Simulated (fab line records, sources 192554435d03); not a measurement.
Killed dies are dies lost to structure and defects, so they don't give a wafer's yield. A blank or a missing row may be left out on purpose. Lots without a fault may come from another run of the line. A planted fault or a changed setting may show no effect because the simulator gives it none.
Which tool did it? | flow n5_finfet | 24 lots, 72 wafers sampled, at 6 steps of a route of 1938

WHAT THE GAUGES READ, wafer by wafer
N5_FIN_SAQP_CD_MEAS_27: target cd 20 nm. Usual: cd_nm 20.41 nm, standard deviation 0.24.
lot  | measured    | on        | cd_nm (nm)        | flag
L074 | day 2 02:03 | cd_sem-02 | 20.32 20.15 20.00 |
L075 | day 2 06:18 | cd_sem-01 | 20.33 20.20 20.48 |
L076 | day 2 12:35 | cd_sem-03 | 20.56 20.35 19.98 |
L077 | day 2 18:31 | cd_sem-01 | 20.22 20.54 21.09 |
L078 | day 3 00:37 | cd_sem-03 | 20.58 19.89 20.36 |
L079 | day 3 07:16 | cd_sem-01 | 20.43 20.12 20.73 |
L080 | day 3 12:02 | cd_sem-03 | 20.31 21.07 20.36 |
L081 | day 3 19:07 | cd_sem-03 | 20.43 20.25 20.42 |
L082 | day 4 01:08 | cd_sem-03 | 20.45 20.52 20.30 |
L083 | day 4 06:02 | cd_sem-03 | 20.00 20.20 20.20 |
L084 | day 4 12:08 | cd_sem-02 | 20.50 20.71 20.48 |
L085 | day 4 19:47 | cd_sem-01 | 20.42 20.58 20.76 |
L086 | day 5 02:37 | cd_sem-02 | 20.68 20.51 20.46 |
L087 | day 5 07:34 | cd_sem-02 | 20.33 20.18 20.49 |
L088 | day 5 11:58 | cd_sem-02 | 20.86 20.44 20.42 |
L089 | day 5 18:22 | cd_sem-03 | 20.70 20.72 20.10 |
L090 | day 6 00:34 | cd_sem-01 | 20.21 20.16 20.56 |
L091 | day 6 06:21 | cd_sem-02 | 20.38 20.28 20.67 |
L092 | day 6 14:04 | cd_sem-02 | 20.50 20.40 20.30 |
L093 | day 6 21:39 | cd_sem-01 | 20.31 20.10 20.10 |
L094 | day 7 02:32 | cd_sem-03 | 20.53 20.23 20.66 |
L095 | day 7 08:41 | cd_sem-03 | 20.20 20.61 20.10 |
L096 | day 7 13:34 | cd_sem-02 | 20.19 20.63 20.32 |
L097 | day 7 18:26 | cd_sem-03 | 20.26 20.47 20.35 |

N5_FIN_SAQP_CD_MEAS_37: target cd 8 nm. Usual: cd_nm 8.12 nm, standard deviation 0.27.
lot  | measured    | on        | cd_nm (nm)     | flag
L074 | day 2 04:08 | cd_sem-01 | 8.24 8.28 8.47 |
L075 | day 2 08:44 | cd_sem-03 | 8.07 7.90 8.28 |
L076 | day 2 14:40 | cd_sem-02 | 8.04 8.11 7.78 |
L077 | day 2 20:41 | cd_sem-02 | 7.69 8.01 8.13 |
L078 | day 3 02:46 | cd_sem-01 | 8.57 8.35 7.64 |
L079 | day 3 09:22 | cd_sem-01 | 8.16 7.79 8.25 |
L080 | day 3 14:02 | cd_sem-01 | 7.94 7.90 8.56 |
L081 | day 3 22:49 | cd_sem-02 | 7.66 8.40 8.40 |
L082 | day 4 03:26 | cd_sem-03 | 8.36 8.21 8.46 |
L083 | day 4 08:02 | cd_sem-01 | 8.00 8.41 8.23 |
L084 | day 4 14:22 | cd_sem-01 | 7.98 8.34 8.31 |
L085 | day 4 22:06 | cd_sem-03 | 8.46 8.32 8.33 |
L086 | day 5 05:08 | cd_sem-03 | 8.02 8.01 8.25 |
L087 | day 5 09:58 | cd_sem-03 | 7.77 8.27 8.16 |
L088 | day 5 14:07 | cd_sem-02 | 8.02 7.83 8.42 |
L089 | day 5 20:40 | cd_sem-02 | 8.50 8.00 8.01 |
L090 | day 6 02:42 | cd_sem-01 | 8.06 8.33 8.67 |
L091 | day 6 08:27 | cd_sem-03 | 8.24 7.65 7.73 |
L092 | day 6 18:48 | cd_sem-01 | 8.69 7.97 7.82 |
L093 | day 7 00:13 | cd_sem-03 | 8.24 8.29 8.16 |
L094 | day 7 05:09 | cd_sem-02 | 7.91 7.87 8.65 |
L095 | day 7 10:59 | cd_sem-03 | 8.33 8.48 8.32 |
L096 | day 7 15:38 | cd_sem-03 | 7.65 8.24 7.93 |
L097 | day 7 20:26 | cd_sem-03 | 7.96 8.43 8.42 |

WHICH TOOL RAN EACH LOT (tool, then ch and the chambers of the sampled wafers, then the start)
lot  | N5_PMOS_HMC_CHANNEL_EPI_ETCH_38 | N5_FIN_SAQP_HM_DEP_03          | N5_FIN_SAQP_DESCUM_21             | N5_FIN_SAQP_MANDREL1_REMOVE_56
L074 | rie_si-01 ch 0,2,3, day 1 19:38 | pecvd-03 ch 0,1,2, day 1 22:45 | rie_diel-06 ch 1,3, day 1 23:38   | rie_si-06 ch 0,1,3, day 2 01:56
L075 | rie_si-04 ch 0,1,3, day 2 00:28 | pecvd-02 ch 0, day 2 03:25     | rie_diel-01 ch 0,1, day 2 04:17   | rie_si-06 ch 1,2,3, day 2 06:11
L076 | rie_si-02 ch 0,3, day 2 05:51   | pecvd-02 ch 0,1, day 2 08:46   | rie_diel-05 ch 1,3, day 2 10:04   | rie_si-03 ch 0,2,3, day 2 12:28
L077 | rie_si-04 ch 1,2, day 2 11:40   | pecvd-03 ch 0,2, day 2 15:09   | rie_diel-01 ch 0,1,2, day 2 16:16 | rie_si-03 ch 0,3, day 2 18:24
L078 | rie_si-02 ch 1,2,3, day 2 18:17 | pecvd-01 ch 0,2, day 2 21:10   | rie_diel-05 ch 0,1,3, day 2 22:19 | rie_si-05 ch 0,1,2, day 3 00:31
L079 | rie_si-04 ch 0,1,3, day 3 01:12 | pecvd-02 ch 1,2, day 3 04:14   | rie_diel-01 ch 0,2,3, day 3 05:07 | rie_si-05 ch 1,2,3, day 3 07:08
L080 | rie_si-02 ch 0,2,3, day 3 06:19 | pecvd-01 ch 0,1,2, day 3 09:09 | rie_diel-01 ch 0,1,3, day 3 10:02 | rie_si-05 ch 1,2,3, day 3 11:55
L081 | rie_si-01 ch 0,3, day 3 12:57   | pecvd-03 ch 0,1,2, day 3 15:47 | rie_diel-01 ch 0,1,3, day 3 16:32 | rie_si-05 ch 0,1,2, day 3 18:59
L082 | rie_si-01 ch 1,3, day 3 17:37   | pecvd-02 ch 1,2, day 3 22:14   | rie_diel-01 ch 1,2,3, day 3 23:07 | rie_si-03 ch 1,2,3, day 4 01:02
L083 | rie_si-01 ch 2,3, day 4 00:08   | pecvd-01 ch 0,1,2, day 4 03:01 | rie_diel-05 ch 0,2,3, day 4 03:45 | rie_si-05 ch 2,3, day 4 05:55
L084 | rie_si-01 ch 0,3, day 4 06:04   | pecvd-02 ch 0,1,2, day 4 09:03 | rie_diel-06 ch 0,1,2, day 4 09:56 | rie_si-03 ch 0,1,3, day 4 12:02
L085 | rie_si-01 ch 2,3, day 4 11:52   | pecvd-02 ch 1,2, day 4 16:44   | rie_diel-06 ch 0,1,2, day 4 17:40 | rie_si-03 ch 0,1, day 4 19:41
L086 | rie_si-04 ch 0,1,2, day 4 19:25 | pecvd-03 ch 0,2, day 4 22:31   | rie_diel-06 ch 0,1,3, day 4 23:16 | rie_si-03 ch 0,1,2, day 5 02:30
L087 | rie_si-01 ch 1,2,3, day 5 00:26 | pecvd-01 ch 0,1,2, day 5 04:13 | rie_diel-01 ch 0,1,3, day 5 05:07 | rie_si-06 ch 0,2,3, day 5 07:27
L088 | rie_si-04 ch 1,2,3, day 5 06:02 | pecvd-02 ch 0,1,2, day 5 09:10 | rie_diel-05 ch 1,2,3, day 5 09:56 | rie_si-03 ch 1,2,3, day 5 11:51
L089 | rie_si-02 ch 1,2,3, day 5 11:52 | pecvd-02 ch 0,1,2, day 5 14:46 | rie_diel-06 ch 0,2,3, day 5 16:13 | rie_si-03 ch 0,3, day 5 18:15
L090 | rie_si-04 ch 1,2,3, day 5 18:08 | pecvd-01 ch 0,1,2, day 5 21:41 | rie_diel-06 ch 0,1,2, day 5 22:34 | rie_si-06 ch 0,1,2, day 6 00:28
L091 | rie_si-01 ch 0,1, day 6 00:20   | pecvd-02 ch 0,1,2, day 6 03:15 | rie_diel-06 ch 1,3, day 6 04:08   | rie_si-03 ch 2,3, day 6 06:14
L092 | rie_si-02 ch 0,1,2, day 6 06:03 | pecvd-03 ch 1,2, day 6 08:56   | rie_diel-01 ch 0,1,3, day 6 10:35 | rie_si-03 ch 0,1,2, day 6 13:58
L093 | rie_si-02 ch 0,2, day 6 13:13   | pecvd-02 ch 1,2, day 6 17:46   | rie_diel-01 ch 0,2, day 6 19:20   | rie_si-05 ch 2,3, day 6 21:32
L094 | rie_si-01 ch 0,1,3, day 6 18:47 | pecvd-01 ch 0,2, day 6 21:39   | rie_diel-05 ch 0,1,2, day 7 00:16 | rie_si-06 ch 0,1,2, day 7 02:25
L095 | rie_si-04 ch 1,2, day 7 02:31   | pecvd-03 ch 0,1, day 7 05:33   | rie_diel-05 ch 0,1,2, day 7 06:35 | rie_si-05 ch 0,2,3, day 7 08:34
L096 | rie_si-02 ch 1,2,3, day 7 07:20 | pecvd-03 ch 1,2, day 7 10:11   | rie_diel-01 ch 0,1, day 7 11:28   | rie_si-06 ch 0,2,3, day 7 13:27
L097 | rie_si-02 ch 1,2,3, day 7 12:37 | pecvd-02 ch 0,2, day 7 15:30   | rie_diel-05 ch 0,1,3, day 7 16:25 | rie_si-05 ch 0,2,3, day 7 18:19
- N5_PMOS_HMC_CHANNEL_EPI_ETCH_38: etches SiO2 in CF4, target depth 1.5 nm.
- N5_FIN_SAQP_HM_DEP_03: deposits SiNx from SiH4/NH3/N2, target thk 38 nm, time 33.6 s.
- N5_FIN_SAQP_DESCUM_21: chemistry O2, time 7.9 s.
- N5_FIN_SAQP_MANDREL1_REMOVE_56: chemistry HBr/Cl2/O2, target a-Si, stops on SiNx, bt time 10 s.

WHAT THE TOOLS THEMSELVES READ (means of the sampled wafers that have a number; where no wafer has one, the mark that the record gives instead)
N5_PMOS_HMC_CHANNEL_EPI_ETCH_38. Usual: drypump_motor_current_A 5.9 A, standard deviation 0.44; oes_product_au 0.997 a.u., standard deviation 0.023; throttle_valve_pct 21.75 %, standard deviation 0.17.
lot  | tool      | drypump_motor_current_A (A) | oes_product_au (a.u.) | throttle_valve_pct (%) | flag
L074 | rie_si-01 | 6.0                         | 0.996                 | 21.92                  |
L075 | rie_si-04 | 6.1                         | 0.990                 | 21.58                  |
L076 | rie_si-02 | 6.1                         | 1.023                 | 21.68                  |
L077 | rie_si-04 | 6.3                         | 0.989                 | 21.73                  |
L078 | rie_si-02 | 5.8                         | 0.996                 | 21.64                  |
L079 | rie_si-04 | 6.1                         | 0.988                 | 21.59                  |
L080 | rie_si-02 | 5.7                         | 1.010                 | 21.66                  |
L081 | rie_si-01 | 6.1                         | 0.998                 | 21.88                  |
L082 | rie_si-01 | 6.1                         | 0.974                 | 21.88                  |
L083 | rie_si-01 | 6.3                         | 0.989                 | 22.04                  |
L084 | rie_si-01 | 6.1                         | 0.992                 | 21.88                  |
L085 | rie_si-01 | 6.3                         | 0.982                 | 22.04                  |
L086 | rie_si-04 | 6.1                         | 0.981                 | 21.78                  |
L087 | rie_si-01 | 6.0                         | 0.983                 | 21.92                  |
L088 | rie_si-04 | 6.1                         | 0.987                 | 21.64                  |
L089 | rie_si-02 | 5.8                         | 1.005                 | 21.63                  |
L090 | rie_si-04 | 6.1                         | 0.993                 | 21.64                  |
L091 | rie_si-01 | 5.4                         | 1.013                 | 21.72                  |
L092 | rie_si-02 | 5.8                         | 1.005                 | 21.65                  |
L093 | rie_si-02 | 5.5                         | 1.001                 | 21.67                  |
L094 | rie_si-01 | 5.7                         | 0.992                 | 21.79                  |
L095 | rie_si-04 | 6.1                         | 0.988                 | 21.84                  |
L096 | rie_si-02 | 5.8                         | 1.010                 | 21.65                  |
L097 | rie_si-02 | 5.8                         | 1.002                 | 21.64                  |

N5_FIN_SAQP_HM_DEP_03. Usual: heater_power_w 753 W, standard deviation 73; showerhead_plenum_p_Torr 5.13 Torr, standard deviation 0.065; throttle_valve_pct 39.4 %, standard deviation 2.4.
lot  | tool     | heater_power_w (W) | showerhead_plenum_p_Torr (Torr) | throttle_valve_pct (%) | flag
L074 | pecvd-03 | 751                | 5.19                            | 39.8                   |
L075 | pecvd-02 | 767                | 5.09                            | 38.5                   |
L076 | pecvd-02 | 748                | 5.16                            | 40.9                   |
L077 | pecvd-03 | 803                | 5.14                            | 38.6                   |
L078 | pecvd-01 | 869                | 5.09                            | 38.7                   |
L079 | pecvd-02 | 717                | 5.15                            | 37.0                   |
L080 | pecvd-01 | 814                | 5.06                            | 40.6                   |
L081 | pecvd-03 | 738                | 5.19                            | 39.8                   |
L082 | pecvd-02 | 672                | 5.15                            | 37.0                   |
L083 | pecvd-01 | 772                | 5.06                            | 40.5                   |
L084 | pecvd-02 | 731                | 5.14                            | 38.3                   |
L085 | pecvd-02 | 738                | 5.15                            | 37.0                   |
L086 | pecvd-03 | 782                | 5.16                            | 39.7                   |
L087 | pecvd-01 | 753                | 5.06                            | 40.6                   |
L088 | pecvd-02 | 724                | 5.14                            | 38.4                   |
L089 | pecvd-02 | 711                | 5.14                            | 38.4                   |
L090 | pecvd-01 | 823                | 5.06                            | 40.5                   |
L091 | pecvd-02 | 724                | 5.14                            | 38.5                   |
L092 | pecvd-03 | 771                | 5.18                            | 38.8                   |
L093 | pecvd-02 | 653                | 5.18                            | 39.4                   |
L094 | pecvd-01 | 847                | 5.09                            | 38.9                   |
L095 | pecvd-03 | 716                | 5.22                            | 40.7                   |
L096 | pecvd-03 | 737                | 5.17                            | 38.7                   |
L097 | pecvd-02 | 729                | 5.10                            | 37.4                   |

N5_FIN_SAQP_DESCUM_21. Usual: drypump_motor_current_A 5.7 A, standard deviation 0.41; o2_flow_sccm 225.0 sccm, standard deviation 0.61; oes_product_au 0.80 a.u., standard deviation 0.099; rf_vpp_V 243.6 V, standard deviation 1.2; showerhead_plenum_p_Torr 2.13 Torr, standard deviation 0.062; throttle_valve_pct 20.46 %, standard deviation 0.18.
lot  | tool        | drypump_motor_current_A (A) | o2_flow_sccm (sccm) | oes_product_au (a.u.) | rf_vpp_V (V) | showerhead_plenum_p_Torr (Torr) | throttle_valve_pct (%) | flag
L074 | rie_diel-06 | 5.8                         | 224.4               | 0.74                  | 242.4        | 2.05                            | 20.44                  |
L075 | rie_diel-01 | 5.9                         | 224.6               | 0.96                  | 243.9        | 2.15                            | 20.38                  |
L076 | rie_diel-05 | 6.1                         | 225.3               | 0.71                  | 244.4        | 2.12                            | 20.51                  |
L077 | rie_diel-01 | 5.5                         | 225.2               | 0.86                  | 243.8        | 2.16                            | 20.45                  |
L078 | rie_diel-05 | 6.0                         | 224.9               | 0.75                  | 243.5        | 2.11                            | 20.42                  |
L079 | rie_diel-01 | 5.3                         | 225.4               | 0.78                  | 244.3        | 2.17                            | 20.54                  |
L080 | rie_diel-01 | 5.7                         | 224.5               | 0.86                  | 244.5        | 2.16                            | 20.45                  |
L081 | rie_diel-01 | 5.7                         | 224.6               | 0.85                  | 244.1        | 2.16                            | 20.47                  |
L082 | rie_diel-01 | 5.5                         | 225.0               | 0.77                  | 243.9        | 2.16                            | 20.56                  |
L083 | rie_diel-05 | 6.0                         | 225.2               | 0.83                  | 243.3        | 2.11                            | 20.35                  |
L084 | rie_diel-06 | 5.6                         | 225.0               | 0.80                  | 242.4        | 2.10                            | 20.38                  |
L085 | rie_diel-06 | 5.6                         | 225.5               | 0.80                  | 242.4        | 2.10                            | 20.38                  |
L086 | rie_diel-06 | 5.5                         | 225.7               | 0.72                  | 243.3        | 2.08                            | 20.57                  |
L087 | rie_diel-01 | 5.7                         | 224.5               | 0.84                  | 243.9        | 2.16                            | 20.49                  |
L088 | rie_diel-05 | 6.0                         | 225.4               | 0.86                  | 242.9        | 2.08                            | 20.48                  |
L089 | rie_diel-06 | 5.2                         | 224.9               | 0.78                  | 243.6        | 2.16                            | 20.53                  |
L090 | rie_diel-06 | 5.6                         | 224.7               | 0.78                  | 243.5        | 2.10                            | 20.40                  |
L091 | rie_diel-06 | 5.8                         | 224.5               | 0.71                  | 241.9        | 2.04                            | 20.49                  |
L092 | rie_diel-01 | 5.7                         | 225.4               | 0.82                  | 243.4        | 2.15                            | 20.49                  |
L093 | rie_diel-01 | 5.2                         | 224.4               | 0.91                  | 244.1        | 2.15                            | 20.38                  |
L094 | rie_diel-05 | 5.8                         | 225.7               | 0.88                  | 242.6        | 2.07                            | 20.38                  |
L095 | rie_diel-05 | 5.8                         | 224.9               | 0.87                  | 242.8        | 2.07                            | 20.37                  |
L096 | rie_diel-01 | 5.6                         | 225.2               | 0.86                  | 242.8        | 2.14                            | 20.43                  |
L097 | rie_diel-05 | 6.0                         | 225.2               | 0.80                  | 243.2        | 2.09                            | 20.35                  |

N5_FIN_SAQP_MANDREL1_REMOVE_56. Usual: drypump_motor_current_A 5.9 A, standard deviation 0.37; oes_product_au 0.994 a.u., standard deviation 0.014; throttle_valve_pct 36.75 %, standard deviation 0.27.
lot  | tool      | drypump_motor_current_A (A) | oes_product_au (a.u.) | throttle_valve_pct (%) | flag
L074 | rie_si-06 | 6.0                         | 0.999                 | 36.39                  |
L075 | rie_si-06 | 6.1                         | 0.984                 | 36.45                  |
L076 | rie_si-03 | 5.8                         | 0.990                 | 36.98                  |
L077 | rie_si-03 | 5.9                         | 0.983                 | 37.07                  |
L078 | rie_si-05 | 5.9                         | 0.993                 | 36.67                  |
L079 | rie_si-05 | 5.8                         | 0.994                 | 36.85                  |
L080 | rie_si-05 | 5.8                         | 0.981                 | 36.85                  |
L081 | rie_si-05 | 5.9                         | 0.993                 | 36.67                  |
L082 | rie_si-03 | 5.8                         | 0.993                 | 36.89                  |
L083 | rie_si-05 | 6.2                         | 1.000                 | 37.03                  |
L084 | rie_si-03 | 6.0                         | 0.995                 | 36.96                  |
L085 | rie_si-03 | 6.2                         | 0.989                 | 36.93                  |
L086 | rie_si-03 | 5.9                         | 0.991                 | 36.95                  |
L087 | rie_si-06 | 6.0                         | 1.014                 | 36.47                  |
L088 | rie_si-03 | 5.8                         | 0.991                 | 36.89                  |
L089 | rie_si-03 | 5.8                         | 0.988                 | 37.00                  |
L090 | rie_si-06 | 6.3                         | 1.007                 | 36.44                  |
L091 | rie_si-03 | 5.6                         | 0.982                 | 36.93                  |
L092 | rie_si-03 | 5.9                         | 0.990                 | 36.95                  |
L093 | rie_si-05 | 5.8                         | 0.989                 | 36.99                  |
L094 | rie_si-06 | 6.2                         | 0.997                 | 36.44                  |
L095 | rie_si-05 | 5.9                         | 0.995                 | 36.81                  |
L096 | rie_si-06 | 6.0                         | 0.999                 | 36.46                  |
L097 | rie_si-05 | 5.9                         | 1.007                 | 36.81                  |

THE ANSWER, worked out from the rows above alone
Rule: a lot is off if the mean of its wafers that have a number lies more than 3 standard deviations from the usual mean. A lot without any number at a reading at which 4 lots or more have one is off too. The other lots that the step has rows for count as sound. The gauges are gone through in route order, then the tools' own readings, and for those a lot's mean is taken as printed above. The first step at which some lot is off is used, and at that step the reading that is off furthest; a lot without a number counts as furthest.
No lot is off at any reading shown: from this, nothing can be told.

WHAT THE SIMULATOR HAD PUT IN
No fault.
